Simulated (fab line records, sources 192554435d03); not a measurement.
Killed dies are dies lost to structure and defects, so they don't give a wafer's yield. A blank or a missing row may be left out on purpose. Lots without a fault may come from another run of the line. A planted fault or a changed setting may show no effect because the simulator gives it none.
Chamber matching | flow n5_finfet | N5_BEOL_M10_ETCH_66 on rie_diel-01: 4 sister chambers
The step etches SOC in N2/H2, target depth 120 nm, overetch 24 nm, time 180 s. 14 wafers are shown with their chamber, then 7 later ones without.

WAFERS WITH THEIR CHAMBER
wafer  | chamber | drypump_motor_current_A (A) | throttle_valve_pct (%) | showerhead_plenum_p_Torr (Torr)
L075.2 | 3       | 5.2                         | 18.18                  | 2.55
L075.3 | 0       | 6.5                         | 17.77                  | 2.47
L075.6 | 0       | 6.5                         | 17.79                  | 2.47
L078.1 | 3       | 5.2                         | 18.18                  | 2.55
L078.4 | 1       | 5.7                         | 18.12                  | 2.52
L078.6 | 3       | 5.2                         | 18.20                  | 2.55
L080.1 | 3       | 5.2                         | 18.20                  | 2.55
L080.3 | 1       | 5.6                         | 18.12                  | 2.52
L080.5 | 3       | 5.2                         | 18.20                  | 2.55
L083.3 | 3       | 5.2                         | 18.24                  | 2.54
L083.4 | 0       | 6.5                         | 17.84                  | 2.46
L083.5 | 0       | 6.5                         | 17.85                  | 2.46
L087.1 | 2       | 5.0                         | 17.39                  | 2.58
L087.4 | 0       | 6.5                         | 17.83                  | 2.46

SIGNATURES (means of the wafers above)
reading                  | chamber 0 | chamber 1 | chamber 2 | chamber 3 | scatter within a chamber
drypump_motor_current_A  | 6.500     | 5.650     | 5.000     | 5.200     | 0.0224
throttle_valve_pct       | 17.8160   | 18.1200   | 17.3900   | 18.2000   | 0.0267
showerhead_plenum_p_Torr | 2.4640    | 2.5200    | 2.5800    | 2.5483    | 0.00451
Rule: a wafer's distance from a chamber is the root of the sum, over the readings, of the square of ((its reading less the chamber's mean) divided by the reading's scatter). The wafer belongs to the nearest chamber; if the next one is less than 2 further off, it can't be placed. The scatter: the root of (the sum of the squares of (reading less its chamber's mean) over the shown wafers, divided by (wafers less chambers)).

WAFERS WITHOUT THEIR CHAMBER
wafer  | drypump_motor_current_A (A) | throttle_valve_pct (%) | showerhead_plenum_p_Torr (Torr)
L087.6 | 5.0                         | 17.37                  | 2.58
L091.1 | 5.0                         | 17.42                  | 2.57
L091.3 | 5.6                         | 18.20                  | 2.50
L091.6 | 5.6                         | 18.21                  | 2.50
L095.4 | 5.2                         | 18.26                  | 2.53
L095.5 | 5.7                         | 18.20                  | 2.50
L095.6 | 5.0                         | 17.41                  | 2.57

WHICH CHAMBER EACH WENT THROUGH
wafer  | from the rows above | in truth
L087.6 | 2                   | 2
L091.1 | 2                   | 2
L091.3 | 1                   | 1
L091.6 | 1                   | 1
L095.4 | 3                   | 3
L095.5 | 1                   | 1
L095.6 | 2                   | 2
Placed correctly: 7 of 7. Can't be placed from these rows: 0. Placed wrongly: 0.
